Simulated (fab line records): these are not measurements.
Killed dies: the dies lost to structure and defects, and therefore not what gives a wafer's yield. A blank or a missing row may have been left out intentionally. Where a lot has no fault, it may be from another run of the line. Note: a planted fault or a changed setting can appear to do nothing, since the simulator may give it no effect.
The tool behind it: which one? ; flow nand-harc ; Sampling: 10 lots, 30 wafers, 6 of 1302 route steps

## WHAT THE GAUGES SHOWED, per wafer
NHARC_END_SORT_01. Usual: defect-limited-yield 90.9 %, standard deviation 2.8; killed-at-array 56, standard deviation 19; killed-at-other 1.0, standard deviation 1.3; killed-at-periphery 3.8, standard deviation 2.2; killed-dies 61, standard deviation 19; killed-open 3.1, standard deviation 1.9; killed-short 2.3, standard deviation 1.5.
lot;measured;on;defect-limited-yield (%);killed-at-array;killed-at-other;killed-at-periphery;killed-dies;killed-open;killed-short;flag
L511;day 25 09:32;prober-02;93.9 95.7 95.3;32 19 25;3 0 0;6 10 7;41 29 32;8 2 6;5 4 1;
L513;day 25 18:56;prober-02;86.7 88.8 88.2;88 73 74;0 3 0;2 0 6;90 76 80;3 2 5;4 5 2;
L514;day 26 00:35;prober-01;93.1 91.4 92.9;43 49 45;0 4 0;4 5 3;47 58 48;3 3 1;1 3 2;
L517;day 27 15:47;prober-01;90.0 90.3 91.3;54 59 48;3 1 3;11 6 8;68 66 59;6 3 2;2 2 2;
L518;day 28 00:18;prober-02;90.8 90.8 90.1;59 56 64;0 0 0;3 6 3;62 62 67;1 1 1;0 1 2;
L520;day 29 05:44;prober-02;88.9 91.1 88.3;71 60 75;0 0 2;4 0 2;75 60 79;2 2 2;3 2 2;
L521;day 29 09:46;prober-01;95.9 95.9 97.2;24 23 15;1 1 0;3 4 4;28 28 19;2 2 4;3 2 2;
L522;day 30 22:10;prober-02;80.6 82.6 83.2;120 113 110;6 0 3;5 5 1;131 118 114;1 2 6;5 5 1;OFF
L527;day 32 00:27;prober-02;95.1 95.0 94.5;30 32 37;1 0 0;2 2 0;33 34 37;4 1 4;0 0 2;
L532;day 34 11:44;prober-02;89.4 88.6 87.0;70 73 84;0 1 3;2 3 1;72 77 88;1 3 5;0 5 3;

## TOOL THAT RAN EACH LOT (tool first, then ch and the chambers of the sampled wafers, then the start)
lot;NHARC_A_M1_PVD_20;NHARC_A_BONDPAD_ETCH_34;NHARC_A_BONDPAD_STRIP_15;NHARC_A_BONDPAD_ETCH_24;NHARC_THIN_TSV_GRIND_00
L511;pvd-sputter-01, day 23 22:30;rie-diel-06 ch 1,3, day 24 02:13;rie-diel-06 ch 0,2, day 24 02:31;rie-diel-06 ch 1,2,3, day 24 14:19 or earlier;grinder-01 ch 0, day 24 14:19
L513;pvd-sputter-03, day 24 05:34;rie-diel-06 ch 0,2,3, day 24 09:13;rie-diel-08 ch 0,1,3, day 24 09:32;rie-diel-08 ch 0,1, day 24 21:52 or earlier;grinder-01 ch 0, day 24 21:52
L514;pvd-sputter-03, day 24 14:38;rie-diel-04 ch 0,1, day 24 18:26;rie-diel-08 ch 0,2, day 24 18:44;rie-diel-08 ch 0,3, day 25 06:53 or earlier;grinder-01 ch 0, day 25 06:53
L517;pvd-sputter-02, day 26 04:01;rie-diel-06 ch 0,1, day 26 07:33;rie-diel-06 ch 0,1,3, day 26 07:55;rie-diel-06 ch 0,1,3, day 26 20:37 or earlier;grinder-01 ch 0, day 26 20:37
L518;pvd-sputter-02, day 26 13:41;rie-diel-04 ch 0,2,3, day 26 17:14;rie-diel-06 ch 1,2,3, day 26 17:34;rie-diel-06 ch 0,1,3, day 27 07:05 or earlier;grinder-01 ch 0, day 27 07:05
L520;pvd-sputter-01, day 27 14:52;rie-diel-06 ch 0,1,2, day 27 18:31;rie-diel-04 ch 0,1,3, day 27 18:51;rie-diel-04 ch 0,3, day 28 09:57 or earlier;grinder-01 ch 0, day 28 09:57
L521;pvd-sputter-01, day 27 21:53;rie-diel-06 ch 0,3, day 28 01:31;rie-diel-04 ch 1,2, day 28 01:50;rie-diel-04 ch 0,1, day 28 13:58 or earlier;grinder-01 ch 0, day 28 13:58
L522;pvd-sputter-01, day 28 15:59;rie-diel-08 ch 2,3, day 28 19:41;rie-diel-08 ch 2,3, day 28 20:07;rie-diel-08 ch 3, day 28 20:20;grinder-01 ch 0, day 29 12:38
L527;pvd-sputter-02, day 30 10:13;rie-diel-06 ch 1,2,3, day 30 13:52;rie-diel-04 ch 0,2,3, day 30 14:11;rie-diel-04 ch 1,2, day 31 03:14 or earlier;grinder-01 ch 0, day 31 03:14
L532;pvd-sputter-02, day 33 00:55;rie-diel-06 ch 0,2,3, day 33 04:37;rie-diel-06 ch 0,1, day 33 04:56;rie-diel-06 ch 0,2, day 33 18:07 or earlier;grinder-01 ch 0, day 33 18:07
- NHARC_A_M1_PVD_20: deposits TaN, target thk 5 nm, time 8.06 s.
- NHARC_A_BONDPAD_ETCH_34: etches the open film in N2/H2, target depth 60 nm, overetch 18 nm, time 65.91 s.
- NHARC_A_BONDPAD_STRIP_15: strips in O2.
- NHARC_A_BONDPAD_ETCH_24: etches the open film in CF4/N2, target depth 30 nm, time 72.99 s.
- NHARC_THIN_TSV_GRIND_00

## AS READ BY THE TOOLS THEMSELVES (means over the sampled wafers that have a number; for cases with no such wafer, the mark the record gives instead)
NHARC_A_M1_PVD_20. Usual: 29.7 % for throttle-valve-pct, sd 0.93.
lot;tool;throttle-valve-pct (%);flag
L511;pvd-sputter-01;30.2;
L513;pvd-sputter-03;30.4;
L514;pvd-sputter-03;29.6;
L517;pvd-sputter-02;29.7;
L518;pvd-sputter-02;29.4;
L520;pvd-sputter-01;29.5;
L521;pvd-sputter-01;29.8;
L522;pvd-sputter-01;29.6;
L527;pvd-sputter-02;29.6;
L532;pvd-sputter-02;30.0;

NHARC_A_BONDPAD_ETCH_34. Usual: chamber-pressure-mTorr 30.00 mTorr, standard deviation 0.031; drypump-motor-current-A 5.7 A, standard deviation 0.42; oes-product-au 0.993 a.u., standard deviation 0.012; rf-fwd-power-W 396.4 W, standard deviation 1.6; rf-vpp-V 431.9 V, standard deviation 2.8; showerhead-plenum-p-Torr 2.09 Torr, standard deviation 0.099; throttle-valve-pct 14.170 %, standard deviation 0.0095.
lot;tool;chamber-pressure-mTorr (mTorr);drypump-motor-current-A (A);oes-product-au (a.u.);rf-fwd-power-W (W);rf-vpp-V (V);showerhead-plenum-p-Torr (Torr);throttle-valve-pct (%);flag
L511;rie-diel-06;30.00;5.9;0.990;397.5;432.2;2.12;14.181;
L513;rie-diel-06;29.98;5.6;0.979;396.9;433.9;2.16;14.176;
L514;rie-diel-04;30.00;5.5;1.010;398.3;430.5;2.05;14.179;
L517;rie-diel-06;30.01;5.8;0.981;396.2;431.0;2.06;14.165;
L518;rie-diel-04;29.97;5.9;0.995;397.9;432.7;2.10;14.172;
L520;rie-diel-06;29.99;5.5;0.988;394.8;432.5;2.10;14.166;
L521;rie-diel-06;30.01;5.9;0.994;397.1;433.6;2.16;14.170;
L522;rie-diel-08;29.97;5.6;0.998;395.9;427.5;1.94;14.166;
L527;rie-diel-06;30.02;5.5;1.000;396.0;432.7;2.12;14.169;
L532;rie-diel-06;30.02;5.5;1.000;396.0;433.3;2.16;14.172;

NHARC_A_BONDPAD_STRIP_15. Usual: chamber-pressure-mTorr 60.01 mTorr, standard deviation 0.077; drypump-motor-current-A 5.8 A, standard deviation 0.4; oes-product-au 0.996 a.u., standard deviation 0.011; rf-vpp-V 57.9 V, standard deviation 0.87; showerhead-plenum-p-Torr 3.58 Torr, standard deviation 0.16; throttle-valve-pct 17.037 %, standard deviation 0.009.
lot;tool;chamber-pressure-mTorr (mTorr);drypump-motor-current-A (A);oes-product-au (a.u.);rf-vpp-V (V);showerhead-plenum-p-Torr (Torr);throttle-valve-pct (%);flag
L511;rie-diel-06;60.00;5.5;0.977;57.4;3.67;17.037;
L513;rie-diel-08;60.05;6.0;0.997;57.7;3.52;17.026;
L514;rie-diel-08;59.97;6.0;0.995;58.0;3.70;17.033;
L517;rie-diel-06;60.00;5.9;0.991;57.5;3.61;17.033;
L518;rie-diel-06;59.99;5.6;0.993;57.1;3.66;17.045;
L520;rie-diel-04;59.97;5.8;0.998;58.2;3.62;17.038;
L521;rie-diel-04;60.00;6.2;0.989;58.4;3.75;17.043;
L522;rie-diel-08;59.95;5.5;0.995;57.8;3.44;17.036;
L527;rie-diel-04;60.02;5.9;1.000;57.4;3.61;17.029;
L532;rie-diel-06;60.03;5.8;0.998;58.1;3.56;17.040;

NHARC_A_BONDPAD_ETCH_24. Usual: cf4-flow-sccm 50.01 sccm, standard deviation 0.16; chamber-pressure-mTorr 30.000 mTorr, standard deviation 0.027; drypump-motor-current-A 5.7 A, standard deviation 0.42; oes-product-au 0.997 a.u., standard deviation 0.011; rf-fwd-power-W 297.6 W, standard deviation 1.2; rf-vpp-V 314.9 V, standard deviation 2.2; showerhead-plenum-p-Torr 2.67 Torr, standard deviation 0.12; throttle-valve-pct 19.793 %, standard deviation 0.0097.
lot;tool;cf4-flow-sccm (sccm);chamber-pressure-mTorr (mTorr);drypump-motor-current-A (A);oes-product-au (a.u.);rf-fwd-power-W (W);rf-vpp-V (V);showerhead-plenum-p-Torr (Torr);throttle-valve-pct (%);flag
L511;rie-diel-06;50.02;29.988;5.5;1.000;297.2;315.9;2.72;19.796;
L513;rie-diel-08;50.12;30.029;6.1;1.002;297.1;314.2;2.65;19.787;
L514;rie-diel-08;49.95;29.978;6.2;1.013;297.7;315.5;2.70;19.787;
L517;rie-diel-06;49.93;30.010;5.9;0.984;298.0;315.8;2.68;19.794;
L518;rie-diel-06;50.13;29.995;5.8;0.990;297.8;314.8;2.68;19.795;
L520;rie-diel-04;49.98;30.026;5.8;0.998;297.6;315.1;2.67;19.792;
L521;rie-diel-04;50.00;30.000;5.5;1.016;297.6;314.0;2.62;19.794;
L522;rie-diel-08;49.87;29.992;5.8;1.001;299.3;311.8;2.46;19.796;
L527;rie-diel-04;50.24;30.044;6.2;0.990;297.6;316.6;2.79;19.796;
L532;rie-diel-06;50.00;29.970;5.1;0.997;297.3;316.4;2.77;19.787;

NHARC_THIN_TSV_GRIND_00. Usual: 11.995 A for motor-current-A, sd 0.023.
lot;tool;motor-current-A (A);flag
L511;grinder-01;11.972;
L513;grinder-01;12.020;
L514;grinder-01;12.014;
L517;grinder-01;12.011;
L518;grinder-01;11.994;
L520;grinder-01;11.979;
L521;grinder-01;11.988;
L522;grinder-01;11.994;
L527;grinder-01;12.009;
L532;grinder-01;12.001;

## THE ANSWER, worked out from the rows above alone
Rule: lot off if the mean of its wafers having a number is beyond 3 standard deviations from the usual mean. Also off: a lot with no number at a reading for which 4 or more lots have one. The other lots that the step has rows for count as sound. First the gauges in route order, then the tools' own readings, where a lot's mean is used as printed above. At the first step where some lot is off, the reading lying furthest off is the one used; lots without a number count as furthest.
Off at NHARC_END_SORT_01 (killed-dies): L522.
A tool fits if, at a process step before that reading, it ran every lot that is off, and no sound lot after the first of them. Gauges at NHARC_END_SORT_01: tried the same way as those tools. NHARC_A_BONDPAD_ETCH_24: start missing for some lots; hours and lot order therefore follow NHARC_THIN_TSV_GRIND_00. This does not decide it: 2 tools fit, namely pvd-sputter-01 at NHARC_A_M1_PVD_20 and rie-diel-08 at NHARC_A_BONDPAD_ETCH_34 and NHARC_A_BONDPAD_STRIP_15 and NHARC_A_BONDPAD_ETCH_24.

## WHAT WAS PUT IN BY THE SIMULATOR
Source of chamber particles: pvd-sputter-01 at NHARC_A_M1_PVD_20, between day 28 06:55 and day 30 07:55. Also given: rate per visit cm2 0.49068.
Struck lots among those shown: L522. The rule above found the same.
